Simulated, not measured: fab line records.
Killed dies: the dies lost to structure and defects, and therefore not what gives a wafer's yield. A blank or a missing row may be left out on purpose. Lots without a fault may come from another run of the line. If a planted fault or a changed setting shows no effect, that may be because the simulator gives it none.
Split-lot trial ; flow n5-finfet ; 39 wafers read across 7 lots, on a route 1938 steps long

== SPLIT DETAILS ==
At N5_BEOL_M7_ILD_DEP_00 (deposits SiCOH lowk from DEMS/porogen, target thk 179.75 nm, time 33.4 s), the setting time-s was moved away from the recipe's 33.4 s on 15 of the 39 wafers read, by -40.2% to +57.3%. This setting was run at the recipe's value on the other wafers.

== FROM THE SPLIT ON TO THE READING: in between, the file shows 1 step ==
- N5_BEOL_M7_CURE_74: cures SiCOH lowk, time 240 s

== THE READING ==
M7_ILD_THK (nm), taken at N5_BEOL_M7_THK_MEAS_01. On this fab line, fault-free wafers typically give 155.4 nm with a standard deviation of 1.9 nm.

wafer;tool, chamber at the split;time-s as run, s;against the recipe;M7_ILD_THK, nm;against lot-mates on the recipe
L074.1;pecvd-02, 1;33.4;recipe;155.7;-
L074.3;pecvd-02, 2;33.4;recipe;155.1;-
L074.6;pecvd-02, 1;33.4;recipe;157.8;-
L079.1;pecvd-04, 0;33.4;recipe;152.8;-
L079.2;pecvd-04, 1;33.4;recipe;150.5;-
L079.3;pecvd-04, 2;33.4;recipe;151.8;-
L079.4;pecvd-04, 2;47.28;+41.6%;219.4;+67.7
L079.5;pecvd-04, 1;47.28;+41.6%;218.8;+67.1
L079.6;pecvd-04, 0;47.28;+41.6%;219.6;+67.9
L084.1;pecvd-01, 1;33.4;recipe;152.0;-
L084.2;pecvd-01, 2;33.4;recipe;153.4;-
L084.3;pecvd-01, 0;33.4;recipe;152.4;-
L084.4;pecvd-01, 1;33.4;recipe;155.5;-
L084.5;pecvd-01, 0;33.4;recipe;155.8;-
L084.6;pecvd-01, 2;33.4;recipe;155.7;-
L086.1;pecvd-04, 0;27.39;-18.0%;124.9;-31.2
L086.2;pecvd-04, 1;27.39;-18.0%;128.0;-28.1
L086.3;pecvd-04, 2;27.39;-18.0%;125.0;-31.1
L086.4;pecvd-04, 1;33.4;recipe;156.0;-
L086.5;pecvd-04, 2;33.4;recipe;155.0;-
L086.6;pecvd-04, 0;33.4;recipe;157.3;-
L088.1;pecvd-04, 0;33.4;recipe;154.4;-
L088.2;pecvd-04, 1;33.4;recipe;153.9;-
L088.3;pecvd-04, 2;43.87;+31.3%;199.4;+44.4
L088.4;pecvd-04, 0;33.4;recipe;156.7;-
L088.5;pecvd-04, 2;43.87;+31.3%;201.9;+46.9
L088.6;pecvd-04, 1;43.87;+31.3%;205.2;+50.2
L090.1;pecvd-01, 0;33.4;recipe;153.8;-
L090.2;pecvd-01, 1;33.4;recipe;155.8;-
L090.3;pecvd-01, 2;19.97;-40.2%;95.0;-59.8
L090.4;pecvd-01, 2,1;19.97;-40.2%;94.5;-60.3
L090.5;pecvd-01, 2,1;19.97;-40.2%;94.8;-60.0
L090.6;pecvd-01, 0;33.4;recipe;154.9;-
L093.1;pecvd-04, 2;52.54;+57.3%;240.8;+85.8
L093.2;pecvd-04, 1;52.54;+57.3%;240.3;+85.3
L093.3;pecvd-04, 0;33.4;recipe;153.1;-
L093.4;pecvd-04, 2;33.4;recipe;155.5;-
L093.5;pecvd-04, 1;33.4;recipe;156.4;-
L093.6;pecvd-04, 0;52.54;+57.3%;243.7;+88.7
If several chambers appear in one row, that row covers several wafers at once and the file leaves open which wafer was in which chamber.

FIT RESULTS
A straight line over all 39 wafers: M7_ILD_THK changes by +1.52 nm for each +1% of time-s; r = +1.00; the points scatter about the line by 1.8 nm.
The same after taking each lot's own level away (the mean of its wafers on the recipe; 39 wafers): +1.54 nm for each +1%; r = +1.00; scatter 2 nm.
The reading moves by 88 nm for the largest change in time-s, on that fit.
The lots' own levels span 151.70 to 156.20 nm, that is 2.4 times the standard deviation above.
Consequently the slope shifts little with the lot-to-lot level, the two slopes agreeing.
Check: with one of the wafers moved furthest among these (+57.3%) left out of the fit, the line predicts +88.6 nm for it against its lot-mates. Against them it came out at +85.8 nm.

== THE WHOLE CHAIN: every reading that the file lists as answering this split, in the file's order ==
step;what it does;reading;change (the file's fit);r (the file's)
N5_BEOL_M7_ILD_DEP_00;deposits SiCOH lowk from DEMS/porogen, target thk 179.75 nm, time 33.4 s;SiCOH_lowk_of_BEOL_M7_ILD_DEP_00.thk-nm (the simulator's own value, which no gauge read);+1.76 nm for each +1% of the setting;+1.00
N5_BEOL_M7_CURE_74;cures SiCOH lowk, time 240 s;SiCOH_lowk_of_BEOL_M7_ILD_DEP_00.thk-nm (the simulator's own value, which no gauge read);+1.54 nm for each +1% of the setting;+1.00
N5_BEOL_M7_THK_MEAS_01;;M7_ILD_THK;+1.54 for each +1% of the setting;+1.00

== FILE'S OWN FIT ==
M7_ILD_THK changes by +1.54 nm for each +1% of time-s, r = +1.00.
